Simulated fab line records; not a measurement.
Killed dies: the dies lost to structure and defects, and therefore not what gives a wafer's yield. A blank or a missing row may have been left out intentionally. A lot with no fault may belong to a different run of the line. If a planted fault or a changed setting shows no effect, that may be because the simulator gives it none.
fab line records    flow n5-finfet    part 1 of 2: steps 1 to 4 of 6
record lots=21  wafers=63  last-day=18
route steps=1938 shown SD_EPI_N@282 SD_EPI_P@304 ILD0@340 SDB@360
lots that met no fault: from a run of the same line without faults
start-h: hours from the record's opening day to when the first of the lot's shown wafers began    wait-h: hours elapsed since this lot's preceding step    " same as the row above    L1.1+2: a row that stands for several wafers    - value missing, or start not given    * or withheld: withheld    < > ~ a bound
route shown NAME@n: a module of which the file shows steps, and the number in the route of the first    usual: mean/standard deviation taken from wafers without a fault    same: alike in all rows    chamber/n: place in a boat    sites: each site's reading    _std_site: their standard deviation    _edge_site: the outer-site mean with the inner-site mean subtracted    radius-mm: how far each site lies from the wafer's centre    mask NAME#n: copy n    behind: the last tool/chamber to shape the wafer    hold: why the lot was held/for how many hours/how that ended    device: the transistor (n, p or np) that didn't switch    end of line: at the end of the route, the tests of the same wafers    where a step has no rows: the recipe by itself    killed: dies lost to structure and defects at the first sort, not the wafer's yield    map: a wafer's dies, x killed, . not, _ none there
set.NAME: the setting as run; set.NAME@STEP: as run at that earlier step    model.NAME: the simulator's own value behind a step, which no gauge read
the route's steps for a sample of lots (tables are steps, rows are wafers)
services: from which hour (start-h, from the record's first day; less than 0 if before it) a tool's chamber was out of use, for how many hours, and why
## steps
# step N5_SD_EPI_N_STRIP_38
# recipe chemistry=N2/H2  power-w=1000  temp-c=250  h2-frac=0.65  overash-fraction=0.3  pressure-mtorr=withheld  n2-flow-sccm=1750  h2-flow-sccm=3250
# usual drypump-motor-current-A=5.5/0.43  heater-power-w=328/25  oes-product-au=0.763/0.0099
lot.wafer  tool             chamber  start-h  wait-h  drypump-motor-current-A  heater-power-w  oes-product-au  rf-hours-counter-h
L074.1     plasma-asher-02  0        49.09    0.1     5.5                      330             0.758           30
L074.3     "                1        "        "       5.6                      330             0.769           -
L074.5     "                1        "        "       5.6                      349             0.765           -
L076.1     plasma-asher-02  1        62.30    0.1     5.6                      335             0.772           33
L076.3     "                1        "        "       5.6                      346             0.747           -
L076.6     "                0        "        "       5.5                      329             0.773           -
L077.1     plasma-asher-01  0        71.53    0.1     6.1                      291             0.759           93
L077.3     "                0        "        "       6.1                      283             0.757           -
L077.5     "                0        "        "       6.1                      282             0.763           -
L078.2     plasma-asher-02  1        78.46    0.1     5.6                      339             0.773           36
L078.4     "                0        "        "       5.5                      328             0.745           -
L078.5     "                1        "        "       5.6                      332             0.748           -
L079.3     plasma-asher-01  1        79.49    0.1     4.9                      358             0.764           -
L079.4     "                0        "        "       6.1                      286             0.752           -
L079.6     "                1        "        "       5.0                      348             0.768           -
L080.1     plasma-asher-01  1        86.19    0.1     5.0                      345             0.786           97
L080.2     "                0        "        "       6.2                      290             0.778           97
L080.6     "                1        "        "       4.9                      357             0.761           -
L081.2     plasma-asher-02  0        101.98   0.1     5.5                      326             0.759           38
L081.4     "                0        "        "       5.4                      328             0.750           -
L081.5     "                1        "        "       5.6                      328             0.774           -
L082.2     plasma-asher-01  1        105.98   0.1     4.9                      356             0.754           101
L082.4     "                1        "        "       4.9                      360             0.758           -
L082.6     "                1        "        "       4.9                      354             0.769           -
L083.2     plasma-asher-01  1        107.46   0.1     5.0                      358             0.776           101
L083.4     "                1        "        "       4.9                      346             0.761           -
L083.5     "                1        "        "       4.9                      353             0.745           -
L084.1     plasma-asher-02  0        112.04   0.1     5.5                      318             0.783           40
L084.3     "                1        "        "       5.6                      341             0.775           -
L084.4     "                0        "        "       5.4                      340             0.769           -
L086.1     plasma-asher-01  0        130.56   0.1     6.1                      298             0.741           105
L086.2     "                1        "        "       5.0                      352             0.768           105
L086.5     "                1        "        "       5.0                      351             0.774           -
L087.2     plasma-asher-02  0        134.68   0.1     5.4                      339             0.758           45
L087.4     "                0        "        "       5.5                      332             0.763           -
L087.6     "                1        "        "       5.6                      336             0.778           -
L088.2     plasma-asher-01  0        137.77   0.1     6.2                      289             0.761           108
L088.3     "                1        "        "       4.9                      359             0.750           -
L088.5     "                0        "        "       6.1                      287             0.768           -
L089.2     plasma-asher-02  1        144.38   0.1     5.6                      343             0.768           47
L089.4     "                1        "        "       5.6                      333             0.770           -
L089.6     "                0        "        "       5.4                      327             0.748           -
L091.2     plasma-asher-01  0        152.97   0.1     6.1                      292             0.760           109
L091.4     "                0        "        "       6.1                      294             0.759           -
L091.6     "                0        "        "       6.2                      290             0.749           -
L092.2     plasma-asher-01  1        158.27   0.1     4.9                      349             0.774           110
L092.5     "                1        "        "       4.9                      353             0.764           -
L092.6     "                0        "        "       6.2                      282             0.753           -
L093.3     plasma-asher-02  1        165.11   0.1     5.6                      345             0.768           -
L093.4     "                0        "        "       5.5                      337             0.764           -
L093.5     "                1        "        "       5.6                      334             0.742           -
L094.4     plasma-asher-01  0        170.13   0.0     6.2                      283             0.755           -
L094.5     "                0        "        "       6.1                      285             0.765           -
L094.6     "                1        "        "       4.9                      345             0.766           -
L095.1     plasma-asher-02  0        177.16   0.1     5.5                      331             0.771           55
L095.5     "                0        "        "       5.5                      326             0.774           -
L095.6     "                1        "        "       5.6                      339             0.770           -
L096.1     plasma-asher-02  0        186.43   0.1     5.5                      332             0.768           57
L096.2     "                1        "        "       5.6                      349             0.766           57
L096.3     "                1        "        "       5.6                      338             0.761           -
L097.1     plasma-asher-02  1        191.08   0.1     5.6                      330             0.748           57
L097.4     "                1        "        "       5.6                      337             0.778           -
L097.5     "                1        "        "       5.6                      333             0.760           -
# step N5_SD_EPI_P_OVL_MEAS_10
# recipe points-per-wafer=44
# usual SD_P_BLK_OVL=0.2/0.67
lot.wafer  tool        chamber  start-h  wait-h  SD_P_BLK_OVL[nm]
L074.1     overlay-02  0        52.59    0.0     -0.6
L074.3     "           0        "        "       -0.6
L074.5     "           0        "        "       -1.3
L076.1     overlay-01  0        66.12    0.0     0.1
L076.3     "           0        "        "       -1.0
L076.6     "           0        "        "       0.3
L077.1     overlay-02  0        75.74    0.0     0.2
L077.3     "           0        "        "       -0.2
L077.5     "           0        "        "       0.9
L078.2     overlay-01  0        81.94    0.0     0.4
L078.4     "           0        "        "       0.1
L078.5     "           0        "        "       0.8
L079.3     overlay-02  0        83.80    0.0     -0.5
L079.4     "           0        "        "       0.3
L079.6     "           0        "        "       0.0
L080.1     overlay-01  0        89.96    0.0     0.5
L080.2     "           0        "        "       -0.2
L080.6     "           0        "        "       0.5
L081.2     overlay-02  0        107.51   0.0     0.0
L081.4     "           0        "        "       -0.2
L081.5     "           0        "        "       0.4
L082.2     overlay-02  0        109.57   0.0     1.0
L082.4     "           0        "        "       0.6
L082.6     "           0        "        "       1.2
L083.2     overlay-01  0        111.69   0.0     0.7
L083.4     "           0        "        "       -0.1
L083.5     "           0        "        "       1.2
L084.1     overlay-02  0        115.70   0.0     0.0
L084.3     "           0        "        "       -0.3
L084.4     "           0        "        "       0.0
L086.1     overlay-02  0        134.05   0.1     0.5
L086.2     "           0        "        "       1.4
L086.5     "           0        "        "       1.1
L087.2     overlay-02  0        139.02   0.0     -0.7
L087.4     "           0        "        "       -0.9
L087.6     "           0        "        "       -0.9
L088.2     overlay-01  0        142.11   0.0     0.3
L088.3     "           0        "        "       -0.3
L088.5     "           0        "        "       0.6
L089.2     overlay-01  0        147.97   0.0     -0.1
L089.4     "           0        "        "       0.3
L089.6     "           0        "        "       -1.5
L091.2     overlay-02  0        156.56   0.0     0.1
L091.4     "           0        "        "       -0.5
L091.6     "           0        "        "       -0.4
L092.2     overlay-01  0        162.83   0.0     -0.5
L092.5     "           0        "        "       1.2
L092.6     "           0        "        "       0.1
L093.3     overlay-02  0        168.73   0.0     0.9
L093.4     "           0        "        "       0.3
L093.5     "           0        "        "       -0.1
L094.4     overlay-01  0        174.25   0.0     -1.9
L094.5     "           0        "        "       0.0
L094.6     "           0        "        "       0.2
L095.1     overlay-01  0        180.95   0.0     0.2
L095.5     "           0        "        "       1.1
L095.6     "           0        "        "       0.0
L096.1     overlay-01  0        190.82   0.0     -0.4
L096.2     "           0        "        "       -0.9
L096.3     "           0        "        "       0.4
L097.1     overlay-01  0        195.58   0.0     1.3
L097.4     "           0        "        "       0.1
L097.5     "           0        "        "       -0.3
# step N5_SD_EPI_P_ETCH_36
# recipe chemistry=CF4  target=SiARC  target-depth-a=455  mask-material=CAR-ArF-block  time-s=75.8  ion-energy-ev=80  pressure-mtorr=40  source-w=545  bias-w=36  Ar_flow_sccm=100  cf4-flow-sccm=100  ends=cleared
# usual chamber-pressure-mTorr=40.00/0.039  drypump-motor-current-A=5.4/0.42  etch-rf-on-time-s=76.4/2.6  oes-product-au=0.66/0.072  rf-vpp-V=183.8/1.1  showerhead-plenum-p-Torr=2.13/0.062  throttle-valve-pct=15.73/0.27
lot.wafer  tool         chamber  start-h  wait-h  chamber-pressure-mTorr  drypump-motor-current-A  etch-rf-on-time-s  oes-product-au  rf-hours-counter-h  rf-vpp-V  showerhead-plenum-p-Torr  throttle-valve-pct
L074.1     rie-diel-06  0        53.05    0.0     40.04                   5.3                      76.0               0.78            17                  182.1     2.11                      15.65
L074.3     "            3        "        "       40.01                   5.3                      73.8               0.67            123                 184.5     2.08                      15.90
L074.5     "            2        "        "       39.97                   4.8                      78.8               0.59            -                   184.2     2.21                      15.76
L076.1     rie-diel-02  1        66.22    0.0     39.98                   5.9                      73.9               0.77            37                  182.9     2.09                      15.21
L076.3     "            3        "        "       39.94                   5.1                      73.2               0.70            103                 183.1     2.09                      16.05
L076.6     "            1        "        "       40.04                   5.9                      73.7               0.76            -                   181.6     2.09                      15.22
L077.1     rie-diel-02  0        75.83    0.0     39.96                   5.9                      75.1               0.67            146                 185.3     2.14                      15.93
L077.3     "            2        "        "       39.98                   5.8                      79.9               0.58            196                 182.9     2.13                      15.50
L077.5     "            3        "        "       40.02                   5.0                      73.7               0.69            -                   183.8     2.09                      16.04
L078.2     rie-diel-04  3        82.16    0.0     40.01                   5.3                      76.5               0.62            180                 185.8     2.23                      15.52
L078.4     "            1        "        "       39.94                   6.5                      76.5               0.69            81                  183.9     2.15                      15.29
L078.5     "            0        "        "       39.97                   5.5                      77.5               0.61            -                   183.2     2.12                      16.09
L079.3     rie-diel-06  1        83.89    0.0     40.03                   5.1                      80.7               0.57            232                 183.9     2.03                      15.82
L079.4     "            2        "        "       40.03                   4.8                      78.9               0.57            231                 185.8     2.21                      15.78
L079.6     "            0        "        "       40.04                   5.3                      74.8               0.78            -                   184.6     2.11                      15.67
L080.1     rie-diel-04  1        90.05    0.0     39.94                   6.5                      77.1               0.69            83                  183.2     2.15                      15.28
L080.2     "            0        "        "       40.01                   5.6                      77.2               0.61            225                 183.5     2.12                      16.11
L080.6     "            0        "        "       40.01                   5.5                      77.8               0.61            -                   183.5     2.12                      16.11
L081.2     rie-diel-06  1        107.61   0.0     40.07                   5.2                      81.5               0.56            237                 181.9     2.03                      15.82
L081.4     "            0        "        "       40.06                   5.3                      75.6               0.76            31                  184.3     2.10                      15.69
L081.5     "            0        "        "       40.03                   5.3                      76.4               0.75            -                   182.8     2.10                      15.69
L082.2     rie-diel-06  1        109.66   0.0     40.03                   5.1                      81.4               0.57            238                 182.6     2.03                      15.82
L082.4     "            0        "        "       39.99                   5.3                      75.9               0.76            32                  183.4     2.10                      15.69
L082.6     "            1        "        "       40.09                   5.1                      81.7               0.57            -                   183.6     2.03                      15.84
L083.2     rie-diel-04  3        111.82   0.0     40.02                   5.3                      77.6               0.62            188                 185.8     2.22                      15.56
L083.4     "            1        "        "       39.97                   6.5                      76.1               0.68            88                  183.6     2.15                      15.29
L083.5     "            0        "        "       40.00                   5.6                      77.0               0.61            -                   183.7     2.12                      16.11
L084.1     rie-diel-02  0        115.79   0.0     40.00                   6.0                      75.8               0.66            156                 184.2     2.14                      15.94
L084.3     "            2        "        "       40.01                   5.8                      80.6               0.57            207                 185.0     2.13                      15.52
L084.4     "            1        "        "       40.03                   5.9                      74.0               0.75            50                  183.2     2.09                      15.24
L086.1     rie-diel-02  2        134.54   0.0     40.00                   5.8                      79.7               0.57            212                 183.7     2.13                      15.53
L086.2     "            3        "        "       39.99                   5.1                      74.2               0.67            120                 182.8     2.08                      16.07
L086.5     "            2        "        "       39.97                   5.8                      79.6               0.57            -                   183.9     2.13                      15.54
L087.2     rie-diel-06  1        139.12   0.0     39.95                   5.1                      82.9               0.55            250                 181.0     2.03                      15.83
L087.4     "            2        "        "       39.98                   4.8                      80.5               0.57            240                 185.2     2.21                      15.77
L087.6     "            3        "        "       39.95                   5.3                      74.0               0.66            -                   182.9     2.07                      15.94
L088.2     rie-diel-02  2        142.29   0.0     40.05                   5.7                      78.7               0.58            214                 183.1     2.13                      15.53
L088.3     "            1        "        "       40.06                   5.9                      72.5               0.74            57                  183.4     2.09                      15.25
L088.5     "            2        "        "       40.04                   5.8                      78.2               0.58            -                   182.8     2.13                      15.52
L089.2     rie-diel-02  0        148.08   0.0     40.01                   6.0                      75.2               0.65            165                 182.8     2.13                      15.94
L089.4     "            3        "        "       40.00                   5.0                      73.7               0.67            125                 184.8     2.08                      16.09
L089.6     "            3        "        "       39.99                   5.1                      73.0               0.68            -                   183.1     2.08                      16.08
L091.2     rie-diel-02  2        156.65   0.0     40.00                   5.8                      78.5               0.57            218                 184.0     2.13                      15.54
L091.4     "            3        "        "       39.94                   5.1                      73.9               0.67            127                 183.3     2.08                      16.08
L091.6     "            0        "        "       40.03                   6.0                      74.4               0.65            -                   183.7     2.13                      15.96
L092.2     rie-diel-06  2        162.98   0.0     40.00                   4.8                      80.0               0.56            249                 185.0     2.20                      15.81
L092.5     "            3        "        "       39.96                   5.3                      73.9               0.65            -                   183.5     2.07                      15.94
L092.6     "            0        "        "       40.01                   5.3                      76.9               0.73            -                   183.1     2.10                      15.74
L093.3     rie-diel-06  1        169.26   0.0     39.96                   5.1                      77.6               0.81            -                   186.1     2.28                      15.32
L093.4     "            3        "        "       39.96                   5.2                      72.5               0.65            -                   182.9     2.07                      15.98
L093.5     "            1        "        "       40.01                   5.1                      77.2               0.81            -                   183.9     2.28                      15.34
L094.4     rie-diel-04  3        174.69   0.0     39.95                   5.3                      76.9               0.61            207                 184.3     2.22                      15.58
L094.5     "            0        "        "       39.97                   5.5                      76.3               0.59            -                   185.1     2.11                      16.14
L094.6     "            3        "        "       39.94                   5.3                      76.8               0.60            -                   185.1     2.22                      15.59
L095.1     rie-diel-06  1        181.04   0.0     39.97                   5.1                      77.7               0.79            10                  185.7     2.28                      15.34
L095.5     "            0        "        "       39.98                   5.3                      76.4               0.72            -                   183.9     2.10                      15.74
L095.6     "            1        "        "       40.02                   5.1                      77.3               0.79            -                   185.6     2.28                      15.35
L096.1     rie-diel-02  2        191.06   0.0     40.05                   5.7                      81.0               0.55            229                 183.4     2.12                      15.57
L096.2     "            1        "        "       40.06                   5.9                      73.9               0.72            71                  183.3     2.08                      15.28
L096.3     "            0        "        "       39.96                   6.0                      75.5               0.64            177                 183.5     2.13                      15.98
L097.1     rie-diel-06  2        195.68   0.0     39.97                   4.8                      78.0               0.81            4                   186.5     2.20                      15.28
L097.4     "            2        "        "       39.96                   4.8                      78.4               0.80            -                   185.1     2.20                      15.28
L097.5     "            3        "        "       40.02                   5.3                      73.6               0.65            -                   183.8     2.06                      16.00
# step N5_SD_EPI_P_ETCHBACK_46
# recipe chemistry=CH3F/O2  mode=anisotropic-etchback  target=SiNx  target-depth-a=175  stop-on=SiO2  over-etch-frac=0.3  ion-energy-ev=120  pressure-mtorr=30  source-w=395  bias-w=73  Ar_flow_sccm=150  CH3F_flow_sccm=30  O2_flow_sccm=20
# usual chamber-pressure-mTorr=29.998/0.028  drypump-motor-current-A=5.4/0.42  oes-product-au=0.66/0.066  rf-vpp-V=297/7.5  showerhead-plenum-p-Torr=1.98/0.065  throttle-valve-pct=16.46/0.29
lot.wafer  tool         chamber  start-h  wait-h  chamber-pressure-mTorr  drypump-motor-current-A  oes-product-au  rf-hours-counter-h  rf-vpp-V  showerhead-plenum-p-Torr  throttle-valve-pct
L074.1     rie-diel-06  0        53.43    0.0     29.979                  5.4                      0.78            17                  301       1.96                      16.37
L074.3     "            3        "        "       30.003                  5.3                      0.66            123                 291       1.94                      16.63
L074.5     "            2        "        "       29.940                  4.8                      0.60            -                   293       2.08                      16.58
L076.1     rie-diel-02  1        66.60    0.0     30.003                  5.9                      0.75            37                  286       1.95                      15.97
L076.3     "            3        "        "       29.985                  5.0                      0.68            103                 304       1.95                      16.80
L076.6     "            1        "        "       30.024                  5.9                      0.75            -                   285       1.95                      15.96
L077.1     rie-diel-02  0        76.21    0.0     29.991                  5.9                      0.66            146                 289       2.00                      16.67
L077.3     "            2        "        "       30.033                  5.7                      0.60            197                 302       1.97                      16.09
L077.5     "            3        "        "       29.984                  5.0                      0.68            -                   302       1.95                      16.80
L078.2     rie-diel-04  3        82.54    0.0     30.027                  5.3                      0.63            180                 301       2.09                      16.33
L078.4     "            1        "        "       29.988                  6.5                      0.70            81                  317       2.00                      15.92
L078.5     "            0        "        "       29.975                  5.6                      0.61            -                   292       1.97                      16.80
L079.3     rie-diel-06  1        84.27    0.0     30.030                  5.1                      0.60            232                 303       1.90                      16.56
L079.4     "            2        "        "       29.963                  4.8                      0.58            231                 294       2.08                      16.58
L079.6     "            0        "        "       30.000                  5.3                      0.76            -                   300       1.96                      16.39
L080.1     rie-diel-04  1        90.43    0.0     29.965                  6.5                      0.69            83                  316       2.00                      15.91
L080.2     "            0        "        "       30.020                  5.6                      0.61            225                 291       1.97                      16.80
L080.6     "            0        "        "       30.011                  5.6                      0.61            -                   291       1.97                      16.78
L081.2     rie-diel-06  1        107.99   0.0     30.012                  5.1                      0.59            238                 307       1.90                      16.58
L081.4     "            0        "        "       30.009                  5.3                      0.75            32                  301       1.95                      16.39
L081.5     "            0        "        "       29.980                  5.3                      0.77            -                   299       1.95                      16.40
L082.2     rie-diel-06  1        110.04   0.0     29.981                  5.1                      0.59            238                 304       1.89                      16.58
L082.4     "            0        "        "       29.946                  5.4                      0.75            32                  301       1.95                      16.40
L082.6     "            1        "        "       30.040                  5.2                      0.58            -                   306       1.89                      16.58
L083.2     rie-diel-04  3        112.20   0.0     30.023                  5.3                      0.62            188                 302       2.09                      16.33
L083.4     "            1        "        "       30.008                  6.5                      0.70            88                  315       2.00                      15.94
L083.5     "            0        "        "       30.023                  5.6                      0.61            -                   292       1.97                      16.80
L084.1     rie-diel-02  0        116.17   0.0     29.992                  6.0                      0.66            156                 290       2.00                      16.70
L084.3     "            2        "        "       29.984                  5.8                      0.59            207                 302       1.97                      16.10
L084.4     "            1        "        "       30.049                  5.9                      0.73            51                  285       1.95                      15.99
L086.1     rie-diel-02  2        134.92   0.0     30.032                  5.8                      0.60            212                 301       1.97                      16.12
L086.2     "            3        "        "       29.996                  5.1                      0.66            121                 303       1.94                      16.83
L086.5     "            2        "        "       29.983                  5.8                      0.59            -                   302       1.97                      16.13
L087.2     rie-diel-06  1        139.50   0.0     30.033                  5.1                      0.59            250                 307       1.89                      16.61
L087.4     "            2        "        "       29.984                  4.8                      0.58            240                 293       2.07                      16.60
L087.6     "            3        "        "       30.010                  5.2                      0.65            -                   290       1.93                      16.68
L088.2     rie-diel-02  2        142.67   0.0     30.004                  5.7                      0.58            215                 302       1.97                      16.12
L088.3     "            1        "        "       30.015                  5.9                      0.73            58                  286       1.95                      16.02
L088.5     "            2        "        "       30.057                  5.7                      0.59            -                   303       1.97                      16.11
L089.2     rie-diel-02  0        148.46   0.0     29.992                  6.0                      0.64            165                 290       2.00                      16.72
L089.4     "            3        "        "       30.003                  5.0                      0.66            125                 301       1.94                      16.82
L089.6     "            3        "        "       30.040                  5.0                      0.66            -                   305       1.94                      16.82
L091.2     rie-diel-02  2        157.03   0.0     29.964                  5.8                      0.58            219                 301       1.97                      16.13
L091.4     "            3        "        "       29.980                  5.1                      0.66            127                 304       1.94                      16.82
L091.6     "            0        "        "       30.004                  6.0                      0.65            -                   290       1.99                      16.72
L092.2     rie-diel-06  2        163.36   0.0     29.980                  4.8                      0.58            250                 294       2.07                      16.63
L092.5     "            3        "        "       30.019                  5.3                      0.64            -                   290       1.92                      16.70
L092.6     "            0        "        "       29.994                  5.3                      0.73            -                   300       1.95                      16.43
L093.3     rie-diel-06  1        169.85   0.1     29.933                  5.2                      0.82            -                   310       2.14                      16.09
L093.4     "            3        "        "       29.992                  5.3                      0.64            -                   291       1.92                      16.70
L093.5     "            1        "        "       29.959                  5.2                      0.82            -                   310       2.14                      16.09
L094.4     rie-diel-04  3        175.07   0.0     29.984                  5.3                      0.61            208                 301       2.09                      16.38
L094.5     "            0        "        "       29.987                  5.6                      0.60            -                   291       1.97                      16.84
L094.6     "            3        "        "       30.028                  5.3                      0.62            -                   301       2.09                      16.39
L095.1     rie-diel-06  1        181.42   0.0     29.987                  5.1                      0.80            10                  311       2.14                      16.12
L095.5     "            0        "        "       29.960                  5.3                      0.72            -                   300       1.95                      16.46
L095.6     "            1        "        "       30.006                  5.1                      0.79            -                   309       2.14                      16.12
L096.1     rie-diel-02  2        191.44   0.0     29.989                  5.7                      0.58            229                 302       1.96                      16.15
L096.2     "            1        "        "       29.987                  5.9                      0.71            71                  285       1.94                      16.04
L096.3     "            0        "        "       30.030                  6.0                      0.64            177                 291       1.99                      16.72
L097.1     rie-diel-06  2        196.06   0.0     30.033                  4.8                      0.81            5                   294       2.07                      16.08
L097.4     "            2        "        "       30.006                  4.8                      0.81            -                   294       2.07                      16.09
L097.5     "            3        "        "       29.977                  5.3                      0.63            -                   290       1.92                      16.72
